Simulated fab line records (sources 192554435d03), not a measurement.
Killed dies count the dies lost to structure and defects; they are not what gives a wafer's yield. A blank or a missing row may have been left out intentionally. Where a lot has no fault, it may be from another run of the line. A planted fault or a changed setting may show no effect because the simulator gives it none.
Split-lot study	flow n5-finfet	route with 1938 steps; 7 lots, 39 wafers read

## THE SPLIT ITSELF
At N5_BEOL_M5_DEP_56 (deposits SiCN from 3MS/NH3, target thk 8 nm, time 14 s), the setting target-thk-a was moved away from the recipe's 80 angstrom on 9 of the 39 wafers read, by -18.3% to +38.5%. All remaining wafers had this setting at the recipe value.

Reading taken at the split's own step.

## THE READING
SiCN_of_BEOL_M5_DEP_56.thk-nm (the simulator's own value, which no gauge read), in nm, at N5_BEOL_M5_DEP_56 (deposits SiCN from 3MS/NH3, target thk 8 nm, time 14 s). The file gives no usual value for it. Across the 30 wafers here that went through the recipe, the average is 7.9 nm and the standard deviation 0.16 nm.

wafer	tool, chamber at the split	target-thk-a as run, angstrom	against the recipe	SiCN_of_BEOL_M5_DEP_56.thk-nm, nm	against lot-mates on the recipe
L076.1	pecvd-04, 2,1,0	80	recipe	8	-
L076.5	pecvd-04, 2,1,0	80	recipe	8	-
L076.6	pecvd-04, 2,1,0	80	recipe	8	-
L078.1	pecvd-01, 0	80	recipe	8	-
L078.6	pecvd-01, 0	80	recipe	8	-
L078.2	pecvd-01, 1	80	recipe	7.8	-
L078.3	pecvd-01, 2	67.73	-15.3%	6.4	-1.5
L078.4	pecvd-01, 2,1	67.73	-15.3%	6.6	-1.3
L078.5	pecvd-01, 2,1	67.73	-15.3%	6.6	-1.3
L083.1	pecvd-03, 2,0	80	recipe	7.6	-
L083.3	pecvd-03, 2,0	80	recipe	7.6	-
L083.2	pecvd-03, 1,0,1,2	80	recipe	7.8	-
L083.4	pecvd-03, 1,0,1,2	80	recipe	7.8	-
L083.5	pecvd-03, 1,0,1,2	80	recipe	7.8	-
L083.6	pecvd-03, 1,0,1,2	80	recipe	7.8	-
L086.1	pecvd-03, 2,0	80	recipe	7.6	-
L086.2	pecvd-03, 2,0	80	recipe	7.6	-
L086.3	pecvd-03, 1,2,0,1	80	recipe	7.8	-
L086.4	pecvd-03, 1,2,0,1	80	recipe	7.8	-
L086.5	pecvd-03, 1,2,0,1	80	recipe	7.8	-
L086.6	pecvd-03, 1,2,0,1	80	recipe	7.8	-
L090.1	pecvd-04, 2,0,1,0,2	80	recipe	8	-
L090.2	pecvd-04, 2,0,1,0,2	80	recipe	8	-
L090.3	pecvd-04, 2,0,1,0,2	80	recipe	8	-
L090.5	pecvd-04, 2,0,1,0,2	80	recipe	8	-
L090.6	pecvd-04, 2,0,1,0,2	80	recipe	8	-
L090.4	pecvd-04, 1	80	recipe	8.2	-
L091.1	pecvd-01, 2,0,1	65.37	-18.3%	6.6	-1.5
L091.2	pecvd-01, 2,0,1	65.37	-18.3%	6.6	-1.5
L091.4	pecvd-01, 2,0,1	65.37	-18.3%	6.6	-1.5
L091.3	pecvd-01, 1,2	80	recipe	8	-
L091.6	pecvd-01, 1,2	80	recipe	8	-
L091.5	pecvd-01, 0	80	recipe	8.2	-
L095.1	pecvd-04, 2,0	80	recipe	8	-
L095.6	pecvd-04, 2,0	80	recipe	8	-
L095.2	pecvd-04, 1	80	recipe	7.8	-
L095.3	pecvd-04, 0	110.8	+38.5%	10.8	+2.9
L095.4	pecvd-04, 2	110.8	+38.5%	11.2	+3.3
L095.5	pecvd-04, 1	110.8	+38.5%	11	+3.1
If several chambers appear in one row, that row covers several wafers at once and the file leaves open which wafer was in which chamber.

FIT RESULTS
A straight line over all 39 wafers: SiCN_of_BEOL_M5_DEP_56.thk-nm changes by +0.08 nm for each +1% of target-thk-a; r = +0.99; the points scatter about the line by 0.17 nm.
The same after taking each lot's own level away (the mean of its wafers on the recipe; 39 wafers): +0.0811 nm for each +1%; r = +1.00; scatter 0.1 nm.
The reading moves by 3.1 nm for the largest change in target-thk-a, on that fit.
Measured against the standard deviation above, the lots' own levels, which go from 7.73 to 8.07 nm, span 2.1 times it.
Consequently the slope shifts little with the lot-to-lot level, the two slopes agreeing.
Check: with one of the wafers moved furthest among these (+38.5%) left out of the fit, the line predicts +3.19 nm for it against its lot-mates. It came out at +2.87 nm against them.

## FURTHER SPLITS ON THESE WAFERS
Before the reading, these wafers also passed through other splits. Each is held against what the fit with the lots' levels taken away leaves over:
other split on the same wafers	wafers away from the commonest value	r with SiCN_of_BEOL_M5_DEP_56.thk-nm (lot level and that fit taken away)
N5_FIN_SAQP_HM_DEP_03 time-s	15	+0.10
N5_DUMMY_GATE_ETCH_31 target-depth-a	18	+0.10
N5_HKMG_FIN_ETCH_67 target-depth-a	9	+0.08
N5_MOL_CONTACT_COAG_ALD_20 ald-cycles	6	+0.22
N5_BEOL_M3_VIA_ETCH_34 time-s	15	+0.17

## FILE'S OWN FIT
SiCN_of_BEOL_M5_DEP_56.thk-nm changes by +0.0811 nm for each +1% of target-thk-a, r = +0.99.
